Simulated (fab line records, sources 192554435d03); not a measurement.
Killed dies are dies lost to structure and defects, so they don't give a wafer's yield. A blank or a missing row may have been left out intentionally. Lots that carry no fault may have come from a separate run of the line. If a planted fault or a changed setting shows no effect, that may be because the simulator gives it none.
8D (eight disciplines) problem report, filled in by code || flow n5Finfet || the parts of the form that need people (team, actions taken, sign-off) are left out

== 1. THE ISSUE ==
Wafers without a fault read 15000 W, standard deviation 2.7; cathodeDcPowerW at N5_BEOL_M15_SPUTTER_43 reads a mean of 19259 W on 6 wafers belonging to 2 lots. That is +99 or more standard deviations from the usual mean.
The step: material TaN, target thk 15 nm, time 24.19 s.
First seen on wafer L485.2, day 16 06:58, on pvdSputter-03. The record holds 33 wafers of 11 lots with a number at this step. The rule behind "out" and "out of limits": a value lying over 4 standard deviations away from the usual mean. The other wafers with a number count as sound.

== 2. WHAT IT IS AND WHAT IT IS NOT ==
{"question": "which readings at this step", "is": "cathodeDcPowerW", "is not": "throttleValvePct"}
{"question": "which lots", "is": "L483, L485", "is not": "L469, L470, L472, L473, L475, L478, L489, L490, L491"}
{"question": "which wafers of those lots", "is": "all that have a number", "is not": "-"}
{"question": "read on which tools", "is": "pvdSputter-03", "is not": "pvdSputter-01, pvdSputter-02"}
{"question": "when", "is": "from day 16 06:58", "is not": "up to then (18 sound wafers); but 9 sound wafers of L489, L490, L491 came after"}

== 3. WHAT RULES OUT EACH SUSPECT ==
Counting: a tool at a process step up to the reading stays a suspect if it ran every lot that is out and no sound lot after the first of them.
- pvdSputter-03 at N5_BEOL_M15_SPUTTER_43 (material TaN, target thk 15 nm, time 24.19 s): kept. It processed each lot that is out, first L485 at day 16 06:58, and no sound lot thereafter; up to then, the last sound lot it processed was L478 at day 14 06:16. Out on those wafers are its own readings of cathodeDcPowerW.
Left after counting: pvdSputter-03 at N5_BEOL_M15_SPUTTER_43.

== 4. THE CAUSE (what the simulator had put in) ==
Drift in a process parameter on pvdSputter-03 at N5_BEOL_M15_SPUTTER_43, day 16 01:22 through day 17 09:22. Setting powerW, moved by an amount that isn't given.
After counting, this tool was the only one left.

== 5. THE CHAIN OF EFFECTS, in route order ==
Each row: a reading where the mean over the struck wafers with a number is more than 3 standard deviations away from the usual. Only readings whose record carries a usual standard deviation are examined. hours: median over the lots of the time between each lot's start at the first step of this table that gives one and its start at this step. sigmas: the change, counted in usual standard deviations.
{"hours": 0, "step": "N5_BEOL_M15_SPUTTER_43", "reading": "cathodeDcPowerW", "usual": "15000 W", "on struck wafers": 19259, "change": "+4259", "sigmas": "+99 or more"}
{"hours": 1, "step": "N5_BEOL_M15_CMP_49", "reading": "barrierFieldEndpointS", "usual": "11.34 s", "on struck wafers": 12.94, "change": "+1.60", "sigmas": "+5.5"}
Its process steps:
- N5_BEOL_M15_SPUTTER_43: material TaN, target thk 15 nm, time 24.19 s.
- N5_BEOL_M15_CMP_49: polishes, stops on SiO2, t overpolish 4.9 s, target thk 850 nm.
Later measuring or inspecting steps at which every struck wafer that the step has a row for has a number for every such reading, and none has moved that far: N5_BEOL_M15_INSPECT_55.

== 6. HOW IT WOULD HAVE BEEN CAUGHT EARLIER ==
First out-of-limits reading in this record: day 16 06:58, which is 6 hours after fault onset at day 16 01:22.
